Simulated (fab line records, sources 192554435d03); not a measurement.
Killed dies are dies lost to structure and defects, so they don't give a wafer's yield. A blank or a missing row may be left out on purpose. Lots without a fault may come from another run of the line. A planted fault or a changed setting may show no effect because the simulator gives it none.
fab line records | flow n5_finfet | part 1 of 2: steps 1 to 26 of 35
record lots=5 wafers=15 last_day=16
route steps=1938 shown BEOL_M3@994 BEOL_M4@1021
lots that met no fault: from a run of the same line without faults
start_h: hours from the record's first day to the start of the lot's first wafer shown | wait_h: hours since the lot's step before | " the same as in the row above | L1.1+2: a row that stands for several wafers | - no value, or no start given | * or withheld: withheld | < > ~ a bound
route shown NAME@n: a module of which the file shows steps, and the number in the route of the first | usual: mean/standard deviation of fault-free wafers | same: alike in all rows | chamber/n: place in a boat | sites: the reading at each site | _std_site: their standard deviation | _edge_site: outer sites' mean less inner sites' | radius_mm: how far each site lies from the wafer's centre | mask NAME#n: copy n | behind: the tool/chamber that last shaped the wafer | hold: why the lot was held/for how many hours/how that ended | device: the transistor (n, p or np) that didn't switch | end of line: the same wafers' tests at the end of the route | a step without rows: its recipe alone | killed: dies lost to structure and defects at the first sort, not the wafer's yield | map: a wafer's dies, x killed, . not, _ none there
set.NAME: the setting as run; set.NAME@STEP: as run at that earlier step | model.NAME: the simulator's own value behind a step, which no gauge read
lots at some steps of the route; a table a step, a row a wafer
services: from which hour (start_h, from the record's first day; less than 0 if before it) a tool's chamber was out of use, for how many hours, and why
## steps
# step N5_BEOL_M3_SPUTTER_48
# recipe material=Cu target_thk_a=45 temp_c=-20 chamber_pressure_pa=0.07 power_w=withheld time_s=8.29
# usual throttle_valve_pct=29.9/1.1
# columns lot.wafer tool chamber start_h wait_h throttle_valve_pct
L076.2 pvd_sputter-03 - 157.08 1.7 29.5
L076.3 " - " " 31.9
L076.5 " - " " 30.8
L075.1 pvd_sputter-02 - 159.62 0.1 29.3
L075.3 " - " " 29.2
L075.4 " - " " 29.2
L080.2 pvd_sputter-01 - 191.98 0.8 29.3
L080.5 " - " " 30.4
L080.6 " - " " 31.5
L089.3 pvd_sputter-02 - 239.13 0.2 29.2
L089.5 " - " " 29.3
L089.6 " - " " 28.6
L091.2 pvd_sputter-03 - 262.00 0.2 29.6
L091.5 " - " " 28.5
L091.6 " - " " 29.6
# step N5_BEOL_M3_ANNEAL_49
# recipe temp_c=400 time_s=240 ambient=vacuum
# usual heater_power_w=830/61
# columns lot.wafer tool chamber start_h wait_h heater_power_w
L076.2 pvd_sputter-03 - 157.16 0.0 879
L076.3 " - " " 808
L076.5 " - " " 798
L075.1 pvd_sputter-02 - 159.70 0.0 928
L075.3 " - " " 831
L075.4 " - " " 941
L080.2 pvd_sputter-01 - 192.06 0.0 742
L080.5 " - " " 983
L080.6 " - " " 782
L089.3 pvd_sputter-02 - 239.21 0.0 852
L089.5 " - " " 922
L089.6 " - " " 820
L091.2 pvd_sputter-03 - 262.08 0.0 889
L091.5 " - " " 805
L091.6 " - " " 874
# step N5_BEOL_M3_SPUTTER_79
# recipe material=Cu target_thk_a=45 temp_c=-20 chamber_pressure_pa=0.07 power_w=withheld time_s=8.29
# usual throttle_valve_pct=29.9/1.1
# columns lot.wafer tool chamber start_h wait_h throttle_valve_pct
L076.2 pvd_sputter-03 - 157.30 0.1 29.4
L076.3 " - " " 31.6
L076.5 " - " " 30.3
L075.1 pvd_sputter-02 - 159.84 0.1 29.3
L075.3 " - " " 29.3
L075.4 " - " " 29.5
L080.2 pvd_sputter-01 - 192.20 0.1 29.3
L080.5 " - " " 30.1
L080.6 " - " " 31.5
L089.3 pvd_sputter-02 - 239.35 0.1 29.0
L089.5 " - " " 29.4
L089.6 " - " " 28.5
L091.2 pvd_sputter-03 - 262.22 0.1 29.6
L091.5 " - " " 28.5
L091.6 " - " " 29.8
# step N5_BEOL_M3_ANNEAL_80
# recipe temp_c=400 time_s=240 ambient=vacuum
# usual heater_power_w=831/61
# columns lot.wafer tool chamber start_h wait_h heater_power_w
L076.2 pvd_sputter-03 - 157.38 0.0 884
L076.3 " - " " 809
L076.5 " - " " 788
L075.1 pvd_sputter-02 - 159.92 0.0 924
L075.3 " - " " 829
L075.4 " - " " 922
L080.2 pvd_sputter-01 - 192.28 0.0 740
L080.5 " - " " 946
L080.6 " - " " 778
L089.3 pvd_sputter-02 - 239.43 0.0 859
L089.5 " - " " 932
L089.6 " - " " 822
L091.2 pvd_sputter-03 - 262.30 0.0 879
L091.5 " - " " 817
L091.6 " - " " 872
# step N5_BEOL_M3_SPUTTER_81
# recipe material=Cu target_thk_a=45 temp_c=-20 chamber_pressure_pa=0.07 power_w=withheld time_s=8.29
# usual throttle_valve_pct=30.0/1.1
# columns lot.wafer tool chamber start_h wait_h throttle_valve_pct
L076.2 pvd_sputter-03 - 157.52 0.1 29.6
L076.3 " - " " 31.8
L076.5 " - " " 30.7
L075.1 pvd_sputter-02 - 160.06 0.1 29.6
L075.3 " - " " 29.3
L075.4 " - " " 29.4
L080.2 pvd_sputter-01 - 192.42 0.1 29.4
L080.5 " - " " 30.2
L080.6 " - " " 31.5
L089.3 pvd_sputter-02 - 239.57 0.1 29.2
L089.5 " - " " 29.2
L089.6 " - " " 28.4
L091.2 pvd_sputter-03 - 262.44 0.1 29.5
L091.5 " - " " 28.7
L091.6 " - " " 29.7
# step N5_BEOL_M3_ANNEAL_82
# recipe temp_c=400 time_s=240 ambient=vacuum
# usual heater_power_w=832/62
# columns lot.wafer tool chamber start_h wait_h heater_power_w
L076.2 pvd_sputter-03 - 157.60 0.0 871
L076.3 " - " " 802
L076.5 " - " " 777
L075.1 pvd_sputter-02 - 160.14 0.0 937
L075.3 " - " " 844
L075.4 " - " " 933
L080.2 pvd_sputter-01 - 192.50 0.0 732
L080.5 " - " " 979
L080.6 " - " " 763
L089.3 pvd_sputter-02 - 239.65 0.0 841
L089.5 " - " " 925
L089.6 " - " " 831
L091.2 pvd_sputter-03 - 262.52 0.0 899
L091.5 " - " " 829
L091.6 " - " " 863
# step N5_BEOL_M3_SPUTTER_86
# recipe material=Cu target_thk_a=45 temp_c=-20 chamber_pressure_pa=0.07 power_w=withheld time_s=8.29
# usual throttle_valve_pct=30.0/1.1
# columns lot.wafer tool chamber start_h wait_h throttle_valve_pct
L076.2 pvd_sputter-03 - 157.74 0.1 29.6
L076.3 " - " " 31.9
L076.5 " - " " 30.3
L075.1 pvd_sputter-02 - 160.28 0.1 29.4
L075.3 " - " " 29.1
L075.4 " - " " 29.5
L080.2 pvd_sputter-01 - 192.64 0.1 29.4
L080.5 " - " " 30.5
L080.6 " - " " 31.2
L089.3 pvd_sputter-02 - 239.79 0.1 29.1
L089.5 " - " " 29.2
L089.6 " - " " 28.6
L091.2 pvd_sputter-03 - 262.66 0.1 29.5
L091.5 " - " " 28.5
L091.6 " - " " 29.6
# step N5_BEOL_M3_ANNEAL_87
# recipe temp_c=400 time_s=240 ambient=vacuum
# usual heater_power_w=831/62
# columns lot.wafer tool chamber start_h wait_h heater_power_w
L076.2 pvd_sputter-03 - 157.82 0.0 902
L076.3 " - " " 775
L076.5 " - " " 791
L075.1 pvd_sputter-02 - 160.36 0.0 942
L075.3 " - " " 844
L075.4 " - " " 944
L080.2 pvd_sputter-01 - 192.72 0.0 709
L080.5 " - " " 1006
L080.6 " - " " 770
L089.3 pvd_sputter-02 - 239.87 0.0 848
L089.5 " - " " 932
L089.6 " - " " 819
L091.2 pvd_sputter-03 - 262.74 0.0 878
L091.5 " - " " 802
L091.6 " - " " 877
# step N5_BEOL_M3_SPUTTER_88
# recipe material=Cu target_thk_a=45 temp_c=-20 chamber_pressure_pa=0.07 power_w=withheld time_s=8.29
# usual throttle_valve_pct=29.9/1.1
# columns lot.wafer tool chamber start_h wait_h throttle_valve_pct
L076.2 pvd_sputter-03 - 157.96 0.1 29.5
L076.3 " - " " 31.8
L076.5 " - " " 30.7
L075.1 pvd_sputter-02 - 160.50 0.1 29.7
L075.3 " - " " 29.3
L075.4 " - " " 29.3
L080.2 pvd_sputter-01 - 192.86 0.1 29.4
L080.5 " - " " 30.2
L080.6 " - " " 31.4
L089.3 pvd_sputter-02 - 240.01 0.1 28.8
L089.5 " - " " 29.5
L089.6 " - " " 28.4
L091.2 pvd_sputter-03 - 262.88 0.1 29.6
L091.5 " - " " 28.3
L091.6 " - " " 29.7
# step N5_BEOL_M3_ANNEAL_89
# recipe temp_c=400 time_s=240 ambient=vacuum
# usual heater_power_w=831/61
# columns lot.wafer tool chamber start_h wait_h heater_power_w
L076.2 pvd_sputter-03 - 158.04 0.0 857
L076.3 " - " " 790
L076.5 " - " " 756
L075.1 pvd_sputter-02 - 160.58 0.0 909
L075.3 " - " " 834
L075.4 " - " " 918
L080.2 pvd_sputter-01 - 192.94 0.0 733
L080.5 " - " " 968
L080.6 " - " " 767
L089.3 pvd_sputter-02 - 240.09 0.0 833
L089.5 " - " " 922
L089.6 " - " " 843
L091.2 pvd_sputter-03 - 262.96 0.0 877
L091.5 " - " " 812
L091.6 " - " " 880
# step N5_BEOL_M3_SPUTTER_90
# recipe material=Cu target_thk_a=45 temp_c=-20 chamber_pressure_pa=0.07 power_w=withheld time_s=8.29
# usual throttle_valve_pct=30.0/1.1
# columns lot.wafer tool chamber start_h wait_h throttle_valve_pct
L076.2 pvd_sputter-03 - 158.18 0.1 29.8
L076.3 " - " " 32.0
L076.5 " - " " 30.5
L075.1 pvd_sputter-02 - 160.72 0.1 29.4
L075.3 " - " " 29.3
L075.4 " - " " 29.5
L080.2 pvd_sputter-01 - 193.08 0.1 29.4
L080.5 " - " " 30.0
L080.6 " - " " 31.4
L089.3 pvd_sputter-02 - 240.23 0.1 29.2
L089.5 " - " " 29.4
L089.6 " - " " 28.8
L091.2 pvd_sputter-03 - 263.10 0.1 29.7
L091.5 " - " " 28.8
L091.6 " - " " 29.4
# step N5_BEOL_M3_ANNEAL_91
# recipe temp_c=400 time_s=240 ambient=vacuum
# usual heater_power_w=831/61
# columns lot.wafer tool chamber start_h wait_h heater_power_w
L076.2 pvd_sputter-03 - 158.26 0.0 893
L076.3 " - " " 799
L076.5 " - " " 780
L075.1 pvd_sputter-02 - 160.80 0.0 920
L075.3 " - " " 833
L075.4 " - " " 935
L080.2 pvd_sputter-01 - 193.16 0.0 738
L080.5 " - " " 974
L080.6 " - " " 779
L089.3 pvd_sputter-02 - 240.31 0.0 844
L089.5 " - " " 903
L089.6 " - " " 831
L091.2 pvd_sputter-03 - 263.18 0.0 886
L091.5 " - " " 820
L091.6 " - " " 876
# step N5_BEOL_M3_SPUTTER_92
# recipe material=Cu target_thk_a=45 temp_c=-20 chamber_pressure_pa=0.07 power_w=withheld time_s=8.29
# usual throttle_valve_pct=29.9/1.1
# columns lot.wafer tool chamber start_h wait_h throttle_valve_pct
L076.2 pvd_sputter-03 - 158.40 0.1 29.6
L076.3 " - " " 31.9
L076.5 " - " " 30.7
L075.1 pvd_sputter-02 - 160.94 0.1 29.3
L075.3 " - " " 29.1
L075.4 " - " " 29.5
L080.2 pvd_sputter-01 - 193.30 0.1 29.6
L080.5 " - " " 30.4
L080.6 " - " " 31.3
L089.3 pvd_sputter-02 - 240.45 0.1 29.3
L089.5 " - " " 29.6
L089.6 " - " " 28.7
L091.2 pvd_sputter-03 - 263.32 0.1 29.8
L091.5 " - " " 28.7
L091.6 " - " " 29.5
# step N5_BEOL_M3_ANNEAL_93
# recipe temp_c=400 time_s=240 ambient=vacuum
# usual heater_power_w=831/62
# columns lot.wafer tool chamber start_h wait_h heater_power_w
L076.2 pvd_sputter-03 - 158.48 0.0 881
L076.3 " - " " 785
L076.5 " - " " 770
L075.1 pvd_sputter-02 - 161.02 0.0 918
L075.3 " - " " 840
L075.4 " - " " 926
L080.2 pvd_sputter-01 - 193.38 0.0 766
L080.5 " - " " 982
L080.6 " - " " 782
L089.3 pvd_sputter-02 - 240.53 0.0 833
L089.5 " - " " 897
L089.6 " - " " 811
L091.2 pvd_sputter-03 - 263.40 0.0 896
L091.5 " - " " 810
L091.6 " - " " 861
# step N5_BEOL_M3_SPUTTER_94
# recipe material=Cu target_thk_a=45 temp_c=-20 chamber_pressure_pa=0.07 power_w=withheld time_s=8.29
# usual throttle_valve_pct=29.9/1.1
# columns lot.wafer tool chamber start_h wait_h throttle_valve_pct
L076.2 pvd_sputter-03 - 158.62 0.1 29.5
L076.3 " - " " 31.9
L076.5 " - " " 30.5
L075.1 pvd_sputter-02 - 161.16 0.1 29.6
L075.3 " - " " 29.2
L075.4 " - " " 29.4
L080.2 pvd_sputter-01 - 193.52 0.1 29.5
L080.5 " - " " 30.0
L080.6 " - " " 31.4
L089.3 pvd_sputter-02 - 240.67 0.1 29.3
L089.5 " - " " 29.4
L089.6 " - " " 28.5
L091.2 pvd_sputter-03 - 263.54 0.1 29.7
L091.5 " - " " 29.0
L091.6 " - " " 29.5
# step N5_BEOL_M3_ANNEAL_95
# recipe temp_c=400 time_s=240 ambient=vacuum
# usual heater_power_w=831/62
# columns lot.wafer tool chamber start_h wait_h heater_power_w
L076.2 pvd_sputter-03 - 158.70 0.0 885
L076.3 " - " " 788
L076.5 " - " " 780
L075.1 pvd_sputter-02 - 161.24 0.0 937
L075.3 " - " " 826
L075.4 " - " " 924
L080.2 pvd_sputter-01 - 193.60 0.0 737
L080.5 " - " " 957
L080.6 " - " " 779
L089.3 pvd_sputter-02 - 240.75 0.0 841
L089.5 " - " " 911
L089.6 " - " " 826
L091.2 pvd_sputter-03 - 263.62 0.0 858
L091.5 " - " " 787
L091.6 " - " " 880
# step N5_BEOL_M3_SPUTTER_96
# recipe material=Cu target_thk_a=45 temp_c=-20 chamber_pressure_pa=0.07 power_w=withheld time_s=8.29
# usual throttle_valve_pct=29.9/1
# columns lot.wafer tool chamber start_h wait_h throttle_valve_pct
L076.2 pvd_sputter-03 - 158.84 0.1 29.6
L076.3 " - " " 31.9
L076.5 " - " " 30.6
L075.1 pvd_sputter-02 - 161.38 0.1 29.6
L075.3 " - " " 29.1
L075.4 " - " " 29.5
L080.2 pvd_sputter-01 - 193.74 0.1 29.4
L080.5 " - " " 30.1
L080.6 " - " " 31.5
L089.3 pvd_sputter-02 - 240.89 0.1 29.3
L089.5 " - " " 29.2
L089.6 " - " " 28.7
L091.2 pvd_sputter-03 - 263.76 0.1 29.7
L091.5 " - " " 28.8
L091.6 " - " " 29.8
# step N5_BEOL_M3_ECD_50
# recipe material=Cu target_thk_a=3000
# columns lot.wafer tool chamber start_h wait_h
L076.2+3+5 ecd_cu-02 0 158.96 0.1
L075.1+3+4 ecd_cu-02 0,1,0 161.49 0.1
L080.2+5+6 ecd_cu-02 1,1,0 193.86 0.1
L089.3+5+6 ecd_cu-02 0,1,0 241.02 0.1
L091.2+5+6 ecd_cu-02 0,1,0 263.88 0.1
# step N5_BEOL_M3_ANNEAL_51
# recipe temp_c=225 time_s=90 ambient=N2
# usual wafer_temp_C_max=226.02/0.27
# columns lot.wafer tool chamber start_h wait_h wafer_temp_C_max
L076.2 rtp_anneal-02 0 159.08 0.1 226.72
L076.3 " 0 " " 226.27
L076.5 " 0 " " 226.45
L075.1 rtp_anneal-01 0 161.57 0.1 226.16
L075.3 " 0 " " 226.02
L075.4 " 0 " " 225.98
L080.2 rtp_anneal-02 0 194.05 0.2 225.89
L080.5 " 0 " " 226.23
L080.6 " 0 " " 226.08
L089.3 rtp_anneal-02 0 241.17 0.1 226.04
L089.5 " 0 " " 226.04
L089.6 " 0 " " 226.20
L091.2 rtp_anneal-01 0 264.00 0.1 225.78
L091.5 " 0 " " 225.92
L091.6 " 0 " " 226.63
# step N5_BEOL_M3_CMP_52
# recipe stop_on=SiOC t_overpolish_s=6.8 down_force_psi=1 platen_rpm=50 clearing_platen_down_force_psi=1.5 clearing_platen_rpm=50 post_cmp_clean=cu_alkaline target_thk_nm=40 clearing_platen_pad_velocity_m_s=0.99484 pad_velocity_m_s=0.99484
# usual barrier_field_endpoint_s=24.6/0.59 head_pressure_psi=1.0001/0.0022 motor_current_A=6.1/0.47 overpolish_run_s=6.798/0.0095 time_to_endpoint_s=62.4/2.6
# columns lot.wafer tool chamber start_h wait_h barrier_field_endpoint_s head_pressure_psi motor_current_A overpolish_run_s time_to_endpoint_s
L076.3 cmp-04 2 159.37 0.2 23.7 0.9982 6.2 6.787 61.8
L076.2 " 0 " " 25.2 0.9975 6.1 6.798 61.4
L076.5 " 1 " " 24.1 0.9991 5.8 6.780 60.8
L075.3 cmp-03 1 161.91 0.2 23.6 0.9985 6.2 6.784 59.3
L075.1 " 2 " " 23.6 0.9968 6.3 6.788 64.6
L075.4 " 3 " " 23.8 0.9965 5.7 6.788 63.1
L080.2 cmp-04 1 194.42 0.3 23.8 1.0056 6.1 6.789 57.9
L080.5 " 2 " " 24.4 1.0017 6.0 6.811 58.1
L080.6 " 3 " " 24.3 0.9994 6.2 6.798 61.7
L089.3 cmp-04 1 241.49 0.3 25.1 1.0041 5.7 6.782 64.0
L089.5 " 2 " " 24.9 1.0030 5.9 6.791 62.5
L089.6 " 3 " " 24.0 0.9999 6.2 6.803 60.3
L091.2 cmp-03 2 264.38 0.3 24.8 0.9967 6.5 6.790 63.8
L091.6 " 3 " " 24.4 1.0003 6.0 6.789 61.3
L091.5 " 0 " " 24.6 0.9989 5.9 6.786 60.1
# step N5_BEOL_M3_THK_MEAS_53
# recipe thk_meas_gauge=xrf reads=Cu_of_BEOL_M3_ECD_50
# usual M3_THK=40.8/1.4
# columns lot.wafer tool chamber start_h wait_h M3_THK[nm]
L076.2 film_metro-02 - 159.63 - 40.4
L076.3 " - " " 40.4
L076.5 " - " " 41.3
L075.1 film_metro-02 - 162.16 - 40.1
L075.3 " - " " 39.8
L075.4 " - " " 40.6
L080.2 film_metro-01 - 194.60 - 39.4
L080.5 " - " " 40.5
L080.6 " - " " 40.6
L089.3 film_metro-02 - 241.68 - 40.7
L089.5 " - " " 42.4
L089.6 " - " " 41.6
L091.2 film_metro-02 - 264.56 - 40.7
L091.5 " - " " 41.5
L091.6 " - " " 41.1
# step N5_BEOL_M3_PRE_CLEAN_60
# recipe gas=NH3/H2 time_s=15 temp_c=* rf_power_w=300
# usual heater_power_w=74/10
# columns lot.wafer tool chamber start_h wait_h heater_power_w
L076.2 cvd_co-02 0 159.66 0.0 52
L076.3 " 1 " " 80
L076.5 " 1 " " 82
L075.1 cvd_co-01 2 162.26 0.1 76
L075.3 " 1 " " 86
L075.4 " 2 " " 72
L080.2 cvd_co-01 1 194.64 0.0 87
L080.5 " 2 " " 73
L080.6 " 1 " " 88
L089.3 cvd_co-02 2 241.71 0.0 72
L089.5 " 1 " " 82
L089.6 " 2 " " 74
L091.2 cvd_co-01 2 264.60 0.0 75
L091.5 " 0 " " 77
L091.6 " 2 " " 78
# step N5_BEOL_M3_CO_CAP_55
# recipe material=Co target_thk_a=20 temp_c=200 precursor=CCTBA/H2 pressure_torr=30 time_s=102.1
# usual heater_power_w=223/13
# columns lot.wafer tool chamber start_h wait_h heater_power_w
L076.2 cvd_co-02 0 159.70 0.0 197
L076.3 " 1 " " 234
L076.5 " 1 " " 227
L075.1 cvd_co-01 2 162.30 0.0 224
L075.3 " 1 " " 234
L075.4 " 2 " " 227
L080.2 cvd_co-01 1 194.68 0.0 235
L080.5 " 2 " " 223
L080.6 " 1 " " 242
L089.3 cvd_co-02 2 241.75 0.0 222
L089.5 " 1 " " 231
L089.6 " 2 " " 224
L091.2 cvd_co-01 2 264.66 0.0 225
L091.5 " 0 " " 232
L091.6 " 2 " " 226
# step N5_BEOL_M3_PRE_CLEAN_56
# recipe gas=NH3 time_s=15 temp_c=withheld rf_power_w=300
# columns lot.wafer tool chamber start_h wait_h
L076.2+3+5 pecvd-02 2,1,2 159.80 0.1
L075.1+3+4 pecvd-02 2,1,1 162.39 0.1
L080.2+5+6 pecvd-04 0,1,0 194.77 0.1
L089.3+5+6 pecvd-04 2,2,1 241.84 0.1
L091.2+5+6 pecvd-02 2,2,1 264.78 0.1
# step N5_BEOL_M3_DEP_57
# recipe material=SiCN target_thk_a=80 temp_c=withheld precursor=3MS/NH3 pressure_torr=3 rf_w=202 time_s=14
# usual showerhead_plenum_p_Torr=3.669/0.014 showerhead_vpp_V=882/48 throttle_valve_pct=8.9/0.36
# columns lot.wafer tool chamber start_h wait_h showerhead_plenum_p_Torr showerhead_vpp_V throttle_valve_pct
L076.2 pecvd-02 2 159.82 0.0 3.707 984 9.1
L076.3 " 1 " " 3.671 929 9.5
L076.5 " 2 " " 3.706 970 9.0
L075.1 pecvd-02 2 162.42 0.0 3.704 975 9.0
L075.3 " 1 " " 3.673 927 9.4
L075.4 " 1 " " 3.677 911 9.5
L080.2 pecvd-04 0 194.79 0.0 3.667 929 9.0
L080.5 " 1 " " 3.660 850 9.0
L080.6 " 0 " " 3.673 916 9.2
L089.3 pecvd-04 2 241.87 0.0 3.662 893 8.1
L089.5 " 2 " " 3.662 890 8.4
L089.6 " 1 " " 3.656 853 8.8
L091.2 pecvd-02 2 264.81 0.0 3.694 979 8.3
L091.5 " 2 " " 3.687 1001 8.5
L091.6 " 1 " " 3.677 909 9.5
# step N5_BEOL_M3_RS_MEAS_58
# recipe thk_meas_gauge=four-point-probe reads=Co_of_BEOL_M3_CO_CAP_55+Cu_of_BEOL_M3_ECD_50+Co_of_BEOL_M3_CVD_47+TaN_of_BEOL_M3_ALD_84
# usual M3_RS=0.659/0.028
# columns lot.wafer tool chamber start_h wait_h M3_RS[ohm/sq]
L076.2 film_metro-01 - 159.89 0.1 0.661
L076.3 " - " " 0.658
L076.5 " - " " 0.639
L075.1 film_metro-02 - 162.48 0.0 0.668
L075.3 " - " " 0.681
L075.4 " - " " 0.662
L080.2 film_metro-02 - 194.86 0.1 0.698
L080.5 " - " " 0.676
L080.6 " - " " 0.668
L089.3 film_metro-02 - 241.94 0.1 0.665
L089.5 " - " " 0.633
L089.6 " - " " 0.646
L091.2 film_metro-01 - 264.88 0.1 0.669
L091.5 " - " " 0.655
L091.6 " - " " 0.655
